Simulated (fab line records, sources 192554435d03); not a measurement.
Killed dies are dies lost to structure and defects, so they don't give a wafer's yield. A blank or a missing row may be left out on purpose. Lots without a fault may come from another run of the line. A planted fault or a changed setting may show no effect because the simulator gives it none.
Chamber matching | flow n5_finfet | N5_BEOL_M3_ILD_DEP_00 on pecvd-02: 3 sister chambers
The step deposits SiOC from DEMS/O2, target thk 79 nm, time 15.3 s. 6 wafers are shown with their chamber, then 12 later ones without.

WAFERS WITH THEIR CHAMBER
wafer  | chamber | throttle_valve_pct (%) | heater_power_w (W)
L089.6 | 2       | 11.1                   | 367
L090.2 | 2       | 11.2                   | 437
L090.3 | 1       | 12.6                   | 496
L092.2 | 0       | 12.1                   | 451
L092.4 | 0       | 12.1                   | 448
L092.5 | 1       | 12.6                   | 511

WAFERS WITHOUT THEIR CHAMBER
wafer  | throttle_valve_pct (%) | heater_power_w (W)
L094.2 | 12.1                   | 461
L094.4 | 11.3                   | 420
L094.6 | 11.0                   | 424
L095.1 | 11.3                   | 405
L095.2 | 12.2                   | 475
L095.4 | 11.1                   | 385
L096.1 | 11.2                   | 403
L096.5 | 12.3                   | 480
L096.6 | 11.4                   | 406
L097.2 | 12.3                   | 451
L097.5 | 12.4                   | 453
L097.6 | 11.2                   | 419

WHICH CHAMBER EACH WENT THROUGH
wafer  | from the rows above | in truth
L094.2 | 0                   | 0
L094.4 | 2                   | 2
L094.6 | 2                   | 2
L095.1 | 2                   | 2
L095.2 | 0                   | 0
L095.4 | 2                   | 2
L096.1 | 2                   | 2
L096.5 | 0                   | 0
L096.6 | 2                   | 2
L097.2 | 0                   | 0
L097.5 | 1                   | 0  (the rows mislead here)
L097.6 | 2                   | 2
Placed correctly: 11 of 12. Can't be placed from these rows: 0. Placed wrongly: 1.
How it was worked out, from the rows above alone: a wafer's distance from a chamber is the root of the sum, over the readings, of the square of ((its reading less the chamber's mean) divided by the reading's scatter). The wafer belongs to the nearest chamber; if the next one is less than 2 further off, it can't be placed. A chamber's mean is the mean of its shown wafers. The scatter: the root of (the sum of the squares of (reading less its chamber's mean) over the shown wafers, divided by (wafers less chambers)).
